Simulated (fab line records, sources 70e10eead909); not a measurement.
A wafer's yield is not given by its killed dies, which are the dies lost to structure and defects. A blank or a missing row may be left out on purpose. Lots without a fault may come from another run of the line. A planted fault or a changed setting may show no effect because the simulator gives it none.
Problem report, 8D (eight disciplines) form, completed by code | flow nand_harc | the parts of the form that need people (team, actions taken, sign-off) are left out

== 1. WHAT WENT WRONG ==
killed_at_array at NHARC_END_SORT_01 reads a mean of 132 on 6 wafers of 2 lots; wafers without a fault read 28 with a standard deviation of 11. That puts it +9.4 standard deviations away from the usual mean.
First seen on wafer L799.1, day 22 21:49, on prober-01. The record has a number at this step for 6 wafers belonging to 2 lots. By rule, "out" or "out of limits" means more than 4 standard deviations away from the usual mean. All remaining wafers that have a number are taken as sound.

== 2. WHAT IT IS, WHAT IT ISN'T ==
question                    | is                           | is not
which readings at this step | killed_at_array, killed_dies | killed_at_other, killed_open, killed_short
which lots                  | L799, L803                   | -
which wafers of those lots  | all that have a number       | -
read on which gauges        | prober-01, prober-02         | -
when                        | from day 22 21:49            | up to then (0 sound wafers)

== 3. THE SUSPECTS, EACH WITH WHAT RULES IT OUT ==
Counting: a tool at a process step up to the reading stays a suspect if it ran every lot that is out and no sound lot after the first of them.
- the gauge at NHARC_END_SORT_01 is ruled out. The wafers that are out were read on 2 gauges (prober-01, prober-02).
- pecvd_onon-02 at NHARC_A_ONON_D1_DEP_25 (target thk 1000 nm): kept. It ran every lot that is out, first L799 (day 11 19:29), and no sound lot after that.
- rie_diel-10 at NHARC_A_M1_STRIP_18 (strips in N2/H2): kept. It ran every lot that is out, first L799 (day 21 07:55), and no sound lot after that.
- rtp_anneal-01 at NHARC_A_M1_ANNEAL_31 (time 90 s): kept. It ran every lot that is out, first L799 (day 21 09:18), and no sound lot after that.
Left after counting: pecvd_onon-02 at NHARC_A_ONON_D1_DEP_25, rie_diel-10 at NHARC_A_M1_STRIP_18, rtp_anneal-01 at NHARC_A_M1_ANNEAL_31.

== 4. THE CAUSE (what the simulator had put in) ==
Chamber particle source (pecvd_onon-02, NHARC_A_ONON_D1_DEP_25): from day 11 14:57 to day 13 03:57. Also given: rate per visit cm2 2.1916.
Of the 3 suspects that counting leaves, this tool is one.

== 5. SEQUENCE OF EFFECTS, ordered by route ==
Rows list readings where the struck wafers' mean (over those with a number) sits beyond 3 standard deviations from the usual. Only readings for which the record gives a usual standard deviation are gone through. hours: the time from each lot's start at the first step in this table that gives one to its start at this step, as a median over the lots. sigmas: the change in usual standard deviations.
hours | step              | reading         | usual | on struck wafers | change | sigmas
0     | NHARC_END_SORT_01 | killed_at_array | 28    | 132              | +104   | +9.4
0     | NHARC_END_SORT_01 | killed_dies     | 32    | 135              | +103   | +8.6

== 6. WHAT WOULD HAVE CAUGHT IT SOONER ==
271 hours passed between the start of the fault at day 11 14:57 and the first reading out of limits at a measuring or inspecting step in this record, taken at day 22 21:49.
By day 22 21:49, every lot that is out (2) had started NHARC_A_ONON_D1_DEP_25 on pecvd_onon-02. Tool hold at that time: it would have spared none of them.
